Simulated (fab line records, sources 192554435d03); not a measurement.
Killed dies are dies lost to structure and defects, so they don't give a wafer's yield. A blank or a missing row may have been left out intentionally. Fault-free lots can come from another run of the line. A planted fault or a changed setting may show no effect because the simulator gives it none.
fab line records    flow n5Finfet
record lots=4  wafers=12  lastDay=19
route steps=1938 shown BEOL_M4@1099 BEOL_M5@1112 BEOL_M10@1509 PASSIVATION@1936
lots untouched by any fault: they come from a run of this same line in which no faults occurred
startH: start of the lot's first displayed wafer, in hours after the record's first day    waitH: time in hours since the lot's previous step    " unchanged from the row above    L1.1+2: one row covering several wafers at once    - no value, or no start given    * or withheld: withheld    < > ~ a bound
route shown NAME@n: a module of which the file shows steps, and the number in the route of the first    usual: mean/standard deviation of fault-free wafers    same: alike in all rows    chamber/n: place in a boat    sites: the reading at each site    _std_site: the standard deviation of these    _edge_site: mean of outer sites minus mean of inner sites    radiusMm: for every site, how far away it sits from the centre of the wafer    mask NAME#n: copy n    behind: the most recent tool/chamber to have shaped the wafer    hold: cause of the lot's hold/its duration in hours/its outcome    device: transistor that didn't switch, given as n, p or np    end of line: at the end of the route, the tests of the same wafers    for a step that has no rows: nothing shown but its recipe    killed: dies lost to structure and defects at the first sort, not the wafer's yield    map: a wafer's dies, x killed, . not, _ none there
set.NAME: setting as actually run; set.NAME@STEP: the setting as run at that earlier step    model.NAME: the simulator's own value behind a step, which no gauge read
lots at some steps of the route; a table a step, a row a wafer
services: when a tool's chamber went out of use (startH, in hours from the record's first day, below 0 if earlier), for how many hours, and the reason
## steps
# step N5_BEOL_M4_ANNEAL_95
# recipe tempC=400  timeS=240  ambient=vacuum
# step N5_BEOL_M4_SPUTTER_96
# recipe material=Cu  targetThkA=45  tempC=-20  chamberPressurePa=0.07  powerW=withheld  timeS=8.29
# step N5_BEOL_M4_ECD_50
# recipe material=Cu  targetThkA=3000
# step N5_BEOL_M4_ANNEAL_51
# recipe tempC=225  timeS=90  ambient=N2
# step N5_BEOL_M4_CMP_52
# recipe stopOn=SiOC  tOverpolishS=6.8  downForcePsi=1  platenRpm=50  clearingPlatenDownForcePsi=1.5  clearingPlatenRpm=50  postCmpClean=cuAlkaline  targetThkNm=40  clearingPlatenPadVelocityMS=0.99484  padVelocityMS=0.99484
# step N5_BEOL_M4_PRE_CLEAN_60
# recipe gas=NH3/H2  timeS=15  tempC=*  rfPowerW=300
# step N5_BEOL_M4_CO_CAP_55
# recipe material=Co  targetThkA=20  tempC=200  precursor=CCTBA/H2  pressureTorr=30  timeS=102.1
# step N5_BEOL_M4_PRE_CLEAN_56
# recipe gas=NH3  timeS=15  tempC=withheld  rfPowerW=300
# step N5_BEOL_M4_DEP_57
# recipe material=SiCN  targetThkA=80  tempC=withheld  precursor=3MS/NH3  pressureTorr=3  rfW=202  timeS=14
# step N5_BEOL_M4_RC_MEAS_101
# usual DIBL_N=35.8/1.7  DIBL_P=35.3/2  IOFF_N=0.150/0.026  IOFF_P=0.194/0.029  ION_N=667/11  ION_P=456/7.1  SS_N=71.4/0.65  SS_P=73.1/0.64  VT_N=251/3  VT_P=-252/3.2
lot.wafer  tool       chamber  startH  waitH  DIBL_N[mV/V]  DIBL_P[mV/V]  IOFF_N[nA/um]  IOFF_P[nA/um]  ION_N[uA/um]  ION_P[uA/um]  SS_N[mV/dec]  SS_P[mV/dec]  VT_N[mV]  VT_P[mV]
L495.2     prober-01  0        210.04  0.2    36.3          37.0          0.139          0.193          659           454           70.9          72.5          255       -252
L495.4     "          0        "       "      36.9          38.1          0.167          0.215          672           456           72.6          73.2          248       -252
L495.5     "          0        "       "      35.6          36.1          0.132          0.178          655           449           71.1          72.9          253       -255
L506.1     prober-02  0        286.57  0.0    37.1          38.5          0.168          0.261          674           459           71.4          73.6          250       -246
L506.5     "          0        "       "      35.1          35.9          0.134          0.216          669           465           70.6          73.1          252       -247
L506.6     "          0        "       "      35.1          34.1          0.126          0.182          656           449           70.7          72.2          253       -250
L508.3     prober-01  0        287.26  0.3    36.0          35.9          0.151          0.202          671           460           70.7          73.5          250       -251
L508.4     "          0        "       "      33.9          32.7          0.123          0.162          656           453           71.0          72.5          252       -254
L508.6     "          0        "       "      33.7          33.0          0.113          0.160          656           453           70.8          72.3          253       -254
L514.2     prober-01  0        335.98  0.2    36.6          34.0          0.167          0.213          659           461           72.4          72.8          251       -246
L514.3     "          0        "       "      36.7          35.4          0.170          0.237          670           461           72.0          73.1          248       -247
L514.5     "          0        "       "      36.9          34.7          0.158          0.221          659           455           72.4          73.7          252       -248
# step N5_BEOL_M5_ILD_DEP_00
# recipe material=SiCOH_lowk  targetThkA=1406.4  tempC=300  precursor=DEMS/porogen  pressureTorr=5  rfW=500  timeS=25.9
# step N5_BEOL_M5_CURE_79
# recipe tempC=385  timeS=240  ambient=He/Ar  material=SiCOH_lowk
# step N5_BEOL_M5_PECVD_70
# recipe material=SiO2  targetThkA=160  tempC=400  precursor=TEOS/O2  pressureTorr=5.5  rfW=450  teosFlowSccm=53.8  gas=O2  flowSccm=3000  timeS=18
# step N5_BEOL_M5_HM_DEP_02
# recipe material=TiN  targetThkA=200  tempC=25  chamberPressurePa=0.49996
# step N5_BEOL_M5_COAT_59
# recipe resist=SOC  tempC=250  timeS=60  spinRpm=1500  resistThkNm=60
# step N5_BEOL_M5_COAT_60
# recipe resist=SiARC  tempC=220  timeS=60  spinRpm=1500  resistThkNm=12
# step N5_BEOL_M5_COAT_71
# recipe resist=underlayer  tempC=205  timeS=60  spinRpm=1500  resistThkNm=5
# step N5_BEOL_M5_COAT_05
# recipe resist=CAR-EUV  spinRpm=1500  resistThkNm=30
# step N5_BEOL_M5_EBR_07
# recipe solvent=PGMEA  ebrWidthMm=1.5
# step N5_BEOL_M5_SOFTBAKE_06
# recipe tempC=110  timeS=60  resist=CAR-EUV
# step N5_BEOL_M5_EXPOSE_08
# recipe maskId=M5  na=0.33  sourceShape=annular  sigmaInner=0.4  sigmaOuter=0.8  polarization=unpolarized  targetCdNm=28  doseMj=35.75
# step N5_BEOL_M5_PEB_09
# recipe pebTempC=100  pebTimeS=60  resist=CAR-EUV
# step N5_BEOL_M5_DEVELOP_10
# recipe developTimeS=30  developer=TMAH  resist=CAR-EUV  rinseLiquid=surfactantRinse  dry=airSpin  devTempC=23
# step N5_BEOL_M5_DESCUM_16
# recipe chemistry=O2  timeS=7  sourcePowerW=50  biasPowerW=20  pressureMtorr=20  rfFrequencyHz=2.712e+07  tempC=40  resist=CAR-EUV  o2FlowSccm=225
# step N5_BEOL_M5_ETCH_72
# recipe chemistry=N2/H2  target=underlayer  targetDepthA=65  maskMaterial=CAR-EUV  timeS=5.2  ionEnergyEv=200  pressureMtorr=30  sourceW=840  biasW=150  n2FlowSccm=200  h2FlowSccm=200  ends=cleared
# step N5_BEOL_M5_ETCH_61
# recipe chemistry=CF4  target=SiARC  targetDepthA=156  maskMaterial=CAR-EUV  timeS=26  ionEnergyEv=80  pressureMtorr=40  sourceW=545  biasW=36  Ar_flow_sccm=100  cf4FlowSccm=100  ends=cleared
# step N5_BEOL_M5_ETCH_62
# recipe chemistry=N2/H2  target=SOC  targetDepthA=750  overetchA=150  maskMaterial=SiARC  tempC=40  timeS=112.5  ionEnergyEv=200  pressureMtorr=30  sourceW=840  biasW=150  n2FlowSccm=200  h2FlowSccm=200
# step N5_BEOL_M5_STRIP_63
# recipe chemistry=N2/H2  tempC=40  n2FlowSccm=200  h2FlowSccm=200  rfFrequencyHz=6e+07
# step N5_BEOL_M5_STRIP_73
# recipe chemistry=N2/H2  tempC=40  n2FlowSccm=200  h2FlowSccm=200  rfFrequencyHz=6e+07
# step N5_BEOL_M5_STRIP_64
# recipe chemistry=CF4  resist=SiARC  powerW=300  biasPowerW=75  pressureMtorr=50  cf4FlowSccm=150  rfFrequencyHz=6e+07
# step N5_BEOL_M5_HM_OPEN_17
# recipe chemistry=Cl2/BCl3  targetDepthA=200  overetchA=60  target=TiN  maskMaterial=SOC  ionEnergyEv=150  pressureMtorr=10  icpW=1000  biasW=126  Cl2_flow_sccm=53.25  bcl3FlowSccm=21.75  Ar_flow_sccm=25
# step N5_BEOL_M5_STRIP_19
# recipe chemistry=O2  powerW=400  tempC=40  pressureMtorr=30  rfFrequencyHz=6e+07  biasPowerW=0  overashFraction=0.2  o2FlowSccm=225
# step N5_BEOL_M5_COAT_65
# recipe resist=SOC  tempC=250  timeS=60  spinRpm=1500  resistThkNm=60
# step N5_BEOL_M5_COAT_66
# recipe resist=SiARC  tempC=220  timeS=60  spinRpm=1500  resistThkNm=12
# step N5_BEOL_M10_VIA_ETCH_34
# recipe chemistry=C4F6/O2  target=SiCOH_lowk  targetDepthA=1845  maskMaterial=SOC  taperDeg=4  timeS=69.2  ionEnergyEv=250  pressureMtorr=30  sourceW=345  biasW=185  Ar_flow_sccm=300  C4F6_flow_sccm=10  O2_flow_sccm=10
# usual C4F6_flow_sccm=10.00/0.034  O2_flow_sccm=10.000/0.029  drypumpMotorCurrentA=5.9/0.48  oesProductAu=0.80/0.089  rfVppV=673/14  showerheadPlenumPTorr=2.85/0.12  throttleValvePct=20.9/0.33
lot.wafer  tool        chamber  startH  waitH  C4F6_flow_sccm  O2_flow_sccm  drypumpMotorCurrentA  oesProductAu  rfHoursCounterH  rfVppV  showerheadPlenumPTorr  throttleValvePct  model.SiARC_of_BEOL_M10_COAT_64.thkNm  model.SOC_of_BEOL_M10_COAT_63.thkNm
L495.2     rieDiel-01  3        262.27  0.0    9.98            9.962         5.9                   0.88          65               663     2.78                   20.5              0                                      91.8
L495.4     "           1        "       "      10.01           10.023        5.8                   0.87          53               672     2.76                   20.9              0                                      92.2
L495.5     "           1        "       "      10.01           10.022        5.7                   0.86          -                672     2.76                   20.9              0                                      92
L508.3     rieDiel-04  1        337.29  0.0    -               -             -                     -             -                -       -                      -                 22.8                                   100.4
L508.4     "           2        "       "      -               -             -                     -             -                -       -                      -                 22.6                                   100.2
L508.6     "           2        "       "      -               -             -                     -             -                -       -                      -                 22.8                                   100.2
L506.1     rieDiel-01  3        337.70  0.0    -               -             -                     -             -                -       -                      -                 22.6                                   99.8
L506.5     "           3        "       "      -               -             -                     -             -                -       -                      -                 22.6                                   99.6
L506.6     "           1        "       "      -               -             -                     -             -                -       -                      -                 22.4                                   99.6
L514.2     rieDiel-01  1        396.72  0.0    10.04           10.060        5.8                   0.81          100              670     2.74                   20.9              0                                      92.2
L514.3     "           3        "       "      9.96            10.009        6.0                   0.81          117              663     2.76                   20.6              0                                      92.2
L514.5     "           2        "       "      10.00           10.014        6.5                   0.70          -                664     2.69                   21.3              0                                      92.2
# step N5_PASSIVATION_PROBE_49
# usual defectLimitedYield=91.5/1.4  killed_at_M0_to_M3=34/11  killed_at_M4_up=15/6  killedAtContacts=11/5.9  killedAtFrontEnd=37/11  killedAtOther=3.6/2.9  killedDies=101/17  killedOnRim=13/4  killedOpen=66/12  killedShort=33/7.8  sort_bin_5_function=5.0/0.97  sort_bin_6_memory=3.2/0.65  sortNPass=1079/17  sortYieldPct=91.4/1.4
# same grossDies=1180  killedAtBackSide=0  sort_bin_4_leakage[%]=0  sort_bin_8_speed[%]=0
lot.wafer  tool       chamber  startH  waitH  defectLimitedYield[%]  killed_at_M0_to_M3  killed_at_M4_up  killedAtContacts  killedAtFrontEnd  killedAtOther  killedDies  killedOnRim  killedOpen  killedShort  sort_bin_5_function[%]  sort_bin_6_memory[%]  sortNPass  sortYieldPct[%]
L508.3     prober-01  -        392.47  0.1    0                      35                  1099             3                 40                3              1180        152          62          39           97.0                    2.7                   0          0
L508.4     prober-01  -        392.52  0.2    0                      32                  1095             8                 43                2              1180        152          60          39           96.4                    3.4                   0          0
L508.6     prober-01  -        392.62  0.3    0                      44                  1078             9                 46                3              1180        152          73          40           96.3                    3.5                   0          0
L506.1     prober-02  -        401.80  0.0    0                      27                  1096             9                 41                7              1180        152          70          34           96.5                    3.3                   0          0
L506.5     prober-02  -        402.00  0.2    0                      34                  1103             11                28                4              1180        152          50          31           97.5                    2.1                   0          0
L506.6     prober-02  -        402.05  0.3    0                      39                  1102             6                 32                1              1180        152          59          31           95.9                    3.7                   0          0
# killed by level:class
L508.3 BEOL_M10:areaEtch=1079 BEOL_M0_SAQP:geometricParticle:short=11 STI_FIN_REVEAL:geometricParticle:open=8 BEOL_M0_SAQP:geometricParticle:open=7 FIN_SAQP:geometricParticle:short=6 FIN_SAQP:geometricParticle:open=6 BEOL_M1:geometricParticle:open=6 BEOL_M2:geometricParticle:open=5
L508.4 BEOL_M10:areaEtch=1081 BEOL_M0_SAQP:geometricParticle:short=12 STI_FIN_REVEAL:geometricParticle:open=11 GATE_CUT:geometricParticle:short=8 BEOL_M0_SAQP:geometricParticle:open=7 BEOL_M2:geometricParticle:open=7 DUMMY_GATE:geometricParticle:open=5 MOL_CONTACT_COAG:geometricParticle:open=5
L508.6 BEOL_M10:areaEtch=1067 BEOL_M0_SAQP:geometricParticle:short=13 GATE_CUT:geometricParticle:short=10 BEOL_M0_SAQP:geometricParticle:open=9 STI_FIN_REVEAL:geometricParticle:open=8 GATE_CUT:geometricParticle:open=7 MOL_CONTACT_COAG:geometricParticle:open=7 BEOL_M1:geometricParticle:open=7
L506.1 BEOL_M10:areaEtch=1076 FIN_SAQP:geometricParticle:open=11 BEOL_M4:geometricParticle:open=11 BEOL_M0_SAQP:geometricParticle:short=9 FIN_SAQP:geometricParticle:short=8 MOL_CONTACT_COAG:geometricParticle:open=8 GATE_CUT:geometricParticle:open=6 BEOL_M3:geometricParticle:open=6
L506.5 BEOL_M10:areaEtch=1097 BEOL_M0_SAQP:geometricParticle:short=10 MOL_CONTACT_COAG:geometricParticle:open=9 FIN_SAQP:geometricParticle:open=7 BEOL_M0_SAQP:geometricParticle:open=6 BEOL_M2:geometricParticle:open=5 STI_FIN_REVEAL:geometricParticle:open=4 GATE_CUT:geometricParticle:short=4
L506.6 BEOL_M10:areaEtch=1090 GATE_CUT:geometricParticle:short=7 BEOL_M0_SAQP:geometricParticle:short=7 BEOL_M0_SAQP:geometricParticle:open=7 BEOL_M3:geometricParticle:open=6 BEOL_M4:geometricParticle:open=6 FIN_SAQP:geometricParticle:open=5 MOL_CONTACT_COAG:geometricParticle:open=5
# map L506.1 (x killed, . not)
_________________xxxxxxxxxxxx________________
______________xxxxxxxxxxxxxxxxxx_____________
___________xxxxxxxxxxxxxxxxxxxxxxxx__________
__________xxxxxxxxxxxxxxxxxxxxxxxxxx_________
________xxxxxxxxxxxxxxxxxxxxxxxxxxxxxx_______
_______xxxxxxxxxxxxxxxxxxxxxxxxxxxxxxxx______
______xxxxxxxxxxxxxxxxxxxxxxxxxxxxxxxxxx_____
_____xxxxxxxxxxxxxxxxxxxxxxxxxxxxxxxxxxxx____
____xxxxxxxxxxxxxxxxxxxxxxxxxxxxxxxxxxxxxx___
___xxxxxxxxxxxxxxxxxxxxxxxxxxxxxxxxxxxxxxxx__
___xxxxxxxxxxxxxxxxxxxxxxxxxxxxxxxxxxxxxxxx__
__xxxxxxxxxxxxxxxxxxxxxxxxxxxxxxxxxxxxxxxxxx_
__xxxxxxxxxxxxxxxxxxxxxxxxxxxxxxxxxxxxxxxxxx_
_xxxxxxxxxxxxxxxxxxxxxxxxxxxxxxxxxxxxxxxxxxxx
_xxxxxxxxxxxxxxxxxxxxxxxxxxxxxxxxxxxxxxxxxxxx
_xxxxxxxxxxxxxxxxxxxxxxxxxxxxxxxxxxxxxxxxxxxx
_xxxxxxxxxxxxxxxxxxxxxxxxxxxxxxxxxxxxxxxxxxxx
_xxxxxxxxxxxxxxxxxxxxxxxxxxxxxxxxxxxxxxxxxxxx
_xxxxxxxxxxxxxxxxxxxxxxxxxxxxxxxxxxxxxxxxxxxx
_xxxxxxxxxxxxxxxxxxxxxxxxxxxxxxxxxxxxxxxxxxxx
_xxxxxxxxxxxxxxxxxxxxxxxxxxxxxxxxxxxxxxxxxxxx
__xxxxxxxxxxxxxxxxxxxxxxxxxxxxxxxxxxxxxxxxxx_
__xxxxxxxxxxxxxxxxxxxxxxxxxxxxxxxxxxxxxxxxxx_
___xxxxxxxxxxxxxxxxxxxxxxxxxxxxxxxxxxxxxxxx__
___xxxxxxxxxxxxxxxxxxxxxxxxxxxxxxxxxxxxxxxx__
____xxxxxxxxxxxxxxxxxxxxxxxxxxxxxxxxxxxxxx___
_____xxxxxxxxxxxxxxxxxxxxxxxxxxxxxxxxxxxx____
______xxxxxxxxxxxxxxxxxxxxxxxxxxxxxxxxxx_____
_______xxxxxxxxxxxxxxxxxxxxxxxxxxxxxxxx______
________xxxxxxxxxxxxxxxxxxxxxxxxxxxxxx_______
__________xxxxxxxxxxxxxxxxxxxxxxxxxx_________
___________xxxxxxxxxxxxxxxxxxxxxxxx__________
______________xxxxxxxxxxxxxxxxxx_____________
_________________xxxxxxxxxxxx________________
# map L508.3 (x killed, . not)
_________________xxxxxxxxxxxx________________
______________xxxxxxxxxxxxxxxxxx_____________
___________xxxxxxxxxxxxxxxxxxxxxxxx__________
__________xxxxxxxxxxxxxxxxxxxxxxxxxx_________
________xxxxxxxxxxxxxxxxxxxxxxxxxxxxxx_______
_______xxxxxxxxxxxxxxxxxxxxxxxxxxxxxxxx______
______xxxxxxxxxxxxxxxxxxxxxxxxxxxxxxxxxx_____
_____xxxxxxxxxxxxxxxxxxxxxxxxxxxxxxxxxxxx____
____xxxxxxxxxxxxxxxxxxxxxxxxxxxxxxxxxxxxxx___
___xxxxxxxxxxxxxxxxxxxxxxxxxxxxxxxxxxxxxxxx__
___xxxxxxxxxxxxxxxxxxxxxxxxxxxxxxxxxxxxxxxx__
__xxxxxxxxxxxxxxxxxxxxxxxxxxxxxxxxxxxxxxxxxx_
__xxxxxxxxxxxxxxxxxxxxxxxxxxxxxxxxxxxxxxxxxx_
_xxxxxxxxxxxxxxxxxxxxxxxxxxxxxxxxxxxxxxxxxxxx
_xxxxxxxxxxxxxxxxxxxxxxxxxxxxxxxxxxxxxxxxxxxx
_xxxxxxxxxxxxxxxxxxxxxxxxxxxxxxxxxxxxxxxxxxxx
_xxxxxxxxxxxxxxxxxxxxxxxxxxxxxxxxxxxxxxxxxxxx
_xxxxxxxxxxxxxxxxxxxxxxxxxxxxxxxxxxxxxxxxxxxx
_xxxxxxxxxxxxxxxxxxxxxxxxxxxxxxxxxxxxxxxxxxxx
_xxxxxxxxxxxxxxxxxxxxxxxxxxxxxxxxxxxxxxxxxxxx
_xxxxxxxxxxxxxxxxxxxxxxxxxxxxxxxxxxxxxxxxxxxx
__xxxxxxxxxxxxxxxxxxxxxxxxxxxxxxxxxxxxxxxxxx_
__xxxxxxxxxxxxxxxxxxxxxxxxxxxxxxxxxxxxxxxxxx_
___xxxxxxxxxxxxxxxxxxxxxxxxxxxxxxxxxxxxxxxx__
___xxxxxxxxxxxxxxxxxxxxxxxxxxxxxxxxxxxxxxxx__
____xxxxxxxxxxxxxxxxxxxxxxxxxxxxxxxxxxxxxx___
_____xxxxxxxxxxxxxxxxxxxxxxxxxxxxxxxxxxxx____
______xxxxxxxxxxxxxxxxxxxxxxxxxxxxxxxxxx_____
_______xxxxxxxxxxxxxxxxxxxxxxxxxxxxxxxx______
________xxxxxxxxxxxxxxxxxxxxxxxxxxxxxx_______
__________xxxxxxxxxxxxxxxxxxxxxxxxxx_________
___________xxxxxxxxxxxxxxxxxxxxxxxx__________
______________xxxxxxxxxxxxxxxxxx_____________
_________________xxxxxxxxxxxx________________
## services
tool        chamber  startH  hours  kind
rieDiel-01  1        242.72  9.3    repair
rieDiel-04  2        296.24  7.2    repair
rieDiel-01  0        335.79  -      clean
rieDiel-01  0        335.79  -      consumableReplace:focusRing
rieDiel-01  0        335.79  19.3   scheduledDown
rieDiel-01  0        335.79  19.3   ventCycle
rieDiel-04  2        349.27  -      clean
rieDiel-04  2        349.27  -      consumableReplace:focusRing
rieDiel-04  2        349.27  -      consumableReplace:showerhead
rieDiel-04  2        349.27  16.0   scheduledDown
rieDiel-04  2        349.27  16.0   ventCycle
rieDiel-04  0        357.66  5.9    repair
## key
firstSign step=N5_BEOL_M10_VIA_ETCH_34  reading=toolRecord  direction=missing
effect step=N5_PASSIVATION_PROBE_49  reading=killed_at_M4_up  direction=up  sigmas=99+  usual=15  struck=1096
modelEffect step=N5_BEOL_M10_VIA_ETCH_34  value=SiARC_of_BEOL_M10_COAT_64.thkNm  without=0  struck=22.63
moreKillsBornAt N5_BEOL_M10_VIA_ETCH_34@rieDiel-01=3263  N5_BEOL_M10_VIA_ETCH_34@rieDiel-04=3227
metAt N5_BEOL_M10_VIA_ETCH_34
struckWafers L506.1,L506.5,L506.6,L508.3,L508.4,L508.6
laterRowsLeftOut L506.1,L506.5,L506.6,L508.3,L508.4,L508.6
onsetBetween 262.27 337.29
fault kind=skippedStepWhole  tool=rieDiel-01,rieDiel-04  chamber=-  onsetH=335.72  steps=N5_BEOL_M10_VIA_ETCH_34  scope=struckLotsOnly
# laterRowsLeftOut: the simulator's readings of these wafers behind a module that went badly wrong aren't trusted and aren't shown, but for the sort
